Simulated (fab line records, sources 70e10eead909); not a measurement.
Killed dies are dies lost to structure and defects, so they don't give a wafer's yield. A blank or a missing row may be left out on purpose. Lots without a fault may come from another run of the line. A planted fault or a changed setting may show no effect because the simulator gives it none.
A struck lot beside a sound one | flow nand_harc | 14 steps out of a route of 1302
Sound: wafers L551.2, L551.4, L551.5. Struck: wafers L560.2, L560.4, L560.5. The cause comes at the end.
At each step with rows: each side's tool, then ch and its chambers, then its first start. Under that, the readings that differ: sound wafers | struck wafers | difference of the means | sigmas: that difference in standard deviations of wafers without a fault.
alike: readings whose means differ by less than 2 such deviations, and words and numbers that are the same on both sides. not compared: withheld readings, readings that some wafer has no value for, bounds like >300 that may hide the same value, and numbers for which the record gives no deviation and whose values overlap.
The two part at a step that has a row with sigmas, a row that says differs or no value, or rows on one side only. Numbers that don't overlap but have no deviation are shown without sigmas and don't part them. A reading that every wafer of one side lacks parts them only if that side has two wafers or more.

NHARC_A_CHANNEL_FILL_D2_STRIP_28: strips in O2, time 20 s.
  sound on rie_diel-05 ch 0,3, day 15 03:23; struck on rie_diel-05 ch 0,1,3, day 18 18:39
  reading      | sound          | struck         | difference | sigmas
  rf_vpp_V (V) | 59.5 59.3 58.6 | 58.0 56.2 56.1 | -2.4       | -3
  alike: drypump_motor_current_A, oes_product_au, showerhead_plenum_p_Torr, throttle_valve_pct
  not compared: rf_hours_counter_h
then, 4 steps without rows for these wafers: NHARC_A_CHANNEL_FILL_D2_PRECLEAN_21 (cleans in dHF, time 30 s); NHARC_A_CHANNEL_FILL_D2_SRD_23; NHARC_A_CHANNEL_FILL_D2_CVD_05 (deposits poly-Si, target thk 5 nm); NHARC_A_CHANNEL_FILL_D2_ANNEAL_22 (time 7200 s).
NHARC_A_CHANNEL_FILL_D2_THK_MEAS_06: measures by ellipsometry.
  sound on film_metro-01, day 15 12:02; struck on film_metro-01, day 19 06:05
  alike: thk_nm
NHARC_A_CHANNEL_FILL_D2_ALD_25: deposits SiOx, target thk 60 nm, pulse time 10 s, ald cycles 600.
  sound on ald_hk-03 ch 1,2, day 15 12:43; struck on ald_hk-02 ch 0,1,3, day 19 10:57
  alike: heater_power_w, precursor_pulse_height_rel
NHARC_A_CHANNEL_FILL_D2_ETCHBACK_08: etches the open film in C4F8, target depth 220 nm, time 110 s.
  sound on rie_diel-05 ch 2,3; struck on rie_diel-02 ch 1,2
  alike: oes_product_au, rf_vpp_V
  not compared: rf_hours_counter_h
NHARC_A_CHANNEL_FILL_D2_STRIP_29: strips in O2, time 20 s.
  sound on rie_diel-05 ch 2,3; struck on rie_diel-02 ch 1,2,3
  alike: drypump_motor_current_A, oes_product_au, rf_vpp_V, showerhead_plenum_p_Torr, throttle_valve_pct
  not compared: rf_hours_counter_h
then, 3 steps without rows for these wafers: NHARC_A_CHANNEL_FILL_D2_PRECLEAN_30 (cleans in dHF, time 30 s); NHARC_A_CHANNEL_FILL_D2_SRD_31; NHARC_A_CHANNEL_FILL_D2_CVD_09 (deposits poly-Si, target thk 150 nm, time 3000 s).
NHARC_A_CHANNEL_FILL_D2_CMP_10: polishes, target thk 150 nm.
  sound on cmp-01 ch 0,3, day 15 23:23; struck on cmp-04 ch 0,1,2, day 19 20:58
  no value came back on the struck wafers for edge_zone_pressure_frac, motor_current_A (A), time_to_endpoint_s (s); on the sound wafers edge_zone_pressure_frac reads 1.001 1.011 1.001
-- the record jumps here: 9 days lie between the struck wafers' starts before and after (it left off in module A_CHANNEL_FILL_D2 and takes up again in module END, whose first step shown is number 1302 of the route) --
NHARC_END_SORT_01:
  the record has rows for the struck wafers here (prober-01 ch 0, day 29 02:01) and none for the sound ones

WHERE THEY PART
First at NHARC_A_CHANNEL_FILL_D2_STRIP_28; last, within this record, at NHARC_END_SORT_01.

WHY: what the simulator had put in
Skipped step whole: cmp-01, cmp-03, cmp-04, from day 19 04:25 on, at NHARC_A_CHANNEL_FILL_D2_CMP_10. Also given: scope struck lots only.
